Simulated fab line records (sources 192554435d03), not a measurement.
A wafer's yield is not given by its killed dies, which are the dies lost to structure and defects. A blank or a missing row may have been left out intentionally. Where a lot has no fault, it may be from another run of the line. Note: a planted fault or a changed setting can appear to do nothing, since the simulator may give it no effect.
One fault through the eyes of 2 desks    flow n5Finfet    numbers are kept per desk, each desk with only its own; the story behind them comes last

## AT THE METROLOGY DESK
What the gauges read for every lot (on any tool): the sampled wafers with a number, averaged. If a lot's mean is further than 4 standard deviations from the usual mean, the lot is out of limits and carries the mark OUT (the distance appears in the brackets). Shown here are 7 of its 10 readings, the ones lying furthest out on some lot.
Columns: A = DIBL_N at N5_BEOL_M4_RC_MEAS_101, usual 35.8 mV/V; B = DIBL_P at N5_BEOL_M4_RC_MEAS_101, usual 35.3 mV/V; C = IOFF_N at N5_BEOL_M4_RC_MEAS_101, usual 0.16 nA/um; D = IOFF_P at N5_BEOL_M4_RC_MEAS_101, usual 0.21 nA/um; E = SS_N at N5_BEOL_M4_RC_MEAS_101, usual 71.4 mV/dec; F = SS_P at N5_BEOL_M4_RC_MEAS_101, usual 73.0 mV/dec; G = VT_P at N5_BEOL_M4_RC_MEAS_101, usual -249.8 mV
lot   first seen here  A     B     C     D     E     F     G
L284  day 10 00:24     38.3  36.6  0.20  0.26  72.5  73.6  -246.7
L291  day 11 07:44     36.1  37.0  0.15  0.21  72.2  73.4  -248.9
L297  day 13 05:37     36.0  35.8  0.16  0.21  71.5  73.4  -248.7
L298  day 13 06:28     37.6  38.6  0.20  0.25  72.2  73.9  -248.5
Finding of this desk: none of the 4 lots has anything out of limits.

## FOR THE TOOL OWNER'S DESK: lithoTrack-05
The tool's own readings at N5_BEOL_M4_COAT_76 (time 60 s, resist thk 5 nm): means of the sampled wafers that have a number, for each lot that ran on this tool. If a lot's mean is further than 4 standard deviations from the usual mean, the lot is out of limits and carries the mark OUT (the distance appears in the brackets).
Columns: A = chillPlateTempC at N5_BEOL_M4_COAT_76, usual 23.01 C; B = spinSpeedRpm at N5_BEOL_M4_COAT_76, usual 1500.1 rpm
lot   first seen here  A      B
L284  day 9 17:30      22.93  1500.6
L297  day 12 13:43     23.12  1683.9 (+99 or more) OUT
L298  day 12 23:19     23.07  1683.0 (+99 or more) OUT
This desk's finding: out of limits on L297, L298; first on L297, day 12 13:43 (spinSpeedRpm at N5_BEOL_M4_COAT_76). L284 stayed within limits.

## PUT TOGETHER
The tool owner's desk could have raised an alarm at day 12 13:43, on L297, L298.
From the metrology desk's view, nothing was out of limits.
The metrology desk holds a record of L297, L298, inside its limits.
N5_BEOL_M4_COAT_76 was run on lithoTrack-05 by each of the lots named.

## WHAT THE SIMULATOR PUT IN
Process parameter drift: lithoTrack-05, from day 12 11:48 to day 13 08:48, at N5_BEOL_M4_COAT_76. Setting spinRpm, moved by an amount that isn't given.
Shown lots that were struck: L297, L298.
How many hours passed from the start of the fault until each desk's first out-of-limits reading: the tool owner's desk, 2.
